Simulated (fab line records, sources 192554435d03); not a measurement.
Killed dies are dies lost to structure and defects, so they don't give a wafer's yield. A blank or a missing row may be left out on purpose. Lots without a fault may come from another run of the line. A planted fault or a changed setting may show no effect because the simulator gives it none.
Chamber matching | flow n5_finfet | N5_BEOL_M8_PECVD_70 on pecvd-02: 3 sister chambers
The step deposits SiO2 from TEOS/O2, target thk 20 nm, time 22.7 s. 24 wafers are shown with their chamber, then 12 later ones without.

WAFERS WITH THEIR CHAMBER
wafer  | chamber | throttle_valve_pct (%) | heater_power_w (W) | showerhead_plenum_p_Torr (Torr)
L074.3 | 1       | 21.3                   | 545                | 8.85
L074.5 | 1       | 21.2                   | 554                | 8.85
L074.6 | 0       | 21.9                   | 804                | 8.80
L075.2 | 2       | 20.8                   | 698                | 8.80
L075.5 | 0       | 21.7                   | 857                | 8.80
L075.6 | 2       | 20.4                   | 719                | 8.79
L078.3 | 1       | 21.0                   | 511                | 8.86
L078.4 | 2       | 20.5                   | 852                | 8.78
L078.6 | 0       | 21.7                   | 885                | 8.82
L079.1 | 1       | 21.1                   | 451                | 8.83
L079.4 | 0       | 21.9                   | 793                | 8.79
L079.6 | 2       | 20.7                   | 812                | 8.79
L081.2 | 0       | 21.6                   | 862                | 8.80
L081.4 | 1       | 21.1                   | 474                | 8.84
L081.6 | 2       | 20.4                   | 733                | 8.79
L083.1 | 1       | 21.1                   | 551                | 8.85
L083.3 | 0       | 22.3                   | 822                | 8.80
L083.6 | 1       | 21.3                   | 557                | 8.85
L084.1 | 0       | 21.9                   | 885                | 8.78
L084.2 | 2       | 20.6                   | 820                | 8.78
L084.5 | 1       | 21.3                   | 476                | 8.84
L086.2 | 0       | 22.1                   | 842                | 8.79
L086.4 | 0       | 22.2                   | 843                | 8.83
L086.6 | 1       | 21.3                   | 555                | 8.84

SIGNATURES (means of the wafers above)
reading                  | chamber 0 | chamber 1 | chamber 2 | scatter within a chamber
throttle_valve_pct       | 21.922    | 21.189    | 20.567    | 0.182
heater_power_w           | 843.67    | 519.33    | 772.33    | 45.2
showerhead_plenum_p_Torr | 8.8011    | 8.8456    | 8.7883    | 0.0115
Rule: a wafer's distance from a chamber is the root of the sum, over the readings, of the square of ((its reading less the chamber's mean) divided by the reading's scatter). The wafer belongs to the nearest chamber; if the next one is less than 2 further off, it can't be placed. The scatter: the root of (the sum of the squares of (reading less its chamber's mean) over the shown wafers, divided by (wafers less chambers)).

WAFERS WITHOUT THEIR CHAMBER
wafer  | throttle_valve_pct (%) | heater_power_w (W) | showerhead_plenum_p_Torr (Torr)
L088.1 | 22.0                   | 899                | 8.82
L088.2 | 20.8                   | 779                | 8.81
L088.3 | 21.3                   | 575                | 8.81
L091.3 | 22.3                   | 872                | 8.78
L091.4 | 21.0                   | 816                | 8.78
L091.6 | 22.1                   | 879                | 8.79
L095.3 | 22.4                   | 750                | 8.82
L095.5 | 21.4                   | 483                | 8.84
L095.6 | 22.7                   | 731                | 8.80
L097.2 | 21.2                   | 502                | 8.86
L097.4 | 22.5                   | 817                | 8.80
L097.5 | 21.2                   | 512                | 8.84

WHICH CHAMBER EACH WENT THROUGH
wafer  | from the rows above | in truth
L088.1 | 0                   | 0
L088.2 | 2                   | 2
L088.3 | 1                   | 1
L091.3 | 0                   | 0
L091.4 | 2                   | 2
L091.6 | 0                   | 0
L095.3 | 0                   | 0
L095.5 | 1                   | 1
L095.6 | 0                   | 0
L097.2 | 1                   | 1
L097.4 | 0                   | 0
L097.5 | 1                   | 1
Placed correctly: 12 of 12. Can't be placed from these rows: 0. Placed wrongly: 0.
